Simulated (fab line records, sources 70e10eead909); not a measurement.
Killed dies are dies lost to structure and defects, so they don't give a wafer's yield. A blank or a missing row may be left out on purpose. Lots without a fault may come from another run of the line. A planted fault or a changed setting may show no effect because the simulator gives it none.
Chamber matching | flow nand_harc | NHARC_A_CONTACT_DESCUM_13 on rie_diel-13: 4 sister chambers
The step chemistry O2, time 3 s. 8 wafers are shown with their chamber, then 12 later ones without.

WAFERS WITH THEIR CHAMBER
wafer  | chamber | drypump_motor_current_A (A) | showerhead_plenum_p_Torr (Torr)
L083.2 | 2       | 6.0                         | 1.99
L083.3 | 3       | 5.2                         | 1.96
L086.1 | 0       | 5.8                         | 1.90
L086.3 | 1       | 6.1                         | 1.95
L086.4 | 3       | 5.2                         | 1.95
L091.1 | 2       | 6.0                         | 1.98
L091.2 | 1       | 6.0                         | 1.95
L091.6 | 0       | 5.8                         | 1.90

WAFERS WITHOUT THEIR CHAMBER
wafer  | drypump_motor_current_A (A) | showerhead_plenum_p_Torr (Torr)
L088.2 | 5.8                         | 1.90
L088.4 | 6.1                         | 1.95
L088.5 | 6.0                         | 1.98
L089.2 | 5.8                         | 1.90
L089.4 | 6.1                         | 1.95
L089.6 | 5.8                         | 1.90
L096.1 | 5.2                         | 1.95
L096.3 | 6.0                         | 1.95
L096.6 | 5.8                         | 1.90
L097.3 | 5.2                         | 1.95
L097.4 | 6.1                         | 1.94
L097.6 | 5.8                         | 1.90

WHICH CHAMBER EACH WENT THROUGH
wafer  | from the rows above | in truth
L088.2 | 0                   | 0
L088.4 | 1                   | 1
L088.5 | 2                   | 2
L089.2 | 0                   | 0
L089.4 | 1                   | 1
L089.6 | 0                   | 0
L096.1 | 3                   | 3
L096.3 | 1                   | 1
L096.6 | 0                   | 0
L097.3 | 3                   | 3
L097.4 | 1                   | 1
L097.6 | 0                   | 0
Placed correctly: 12 of 12. Can't be placed from these rows: 0. Placed wrongly: 0.
How it was worked out, from the rows above alone: a wafer's distance from a chamber is the root of the sum, over the readings, of the square of ((its reading less the chamber's mean) divided by the reading's scatter). The wafer belongs to the nearest chamber; if the next one is less than 2 further off, it can't be placed. A chamber's mean is the mean of its shown wafers. The scatter: the root of (the sum of the squares of (reading less its chamber's mean) over the shown wafers, divided by (wafers less chambers)).
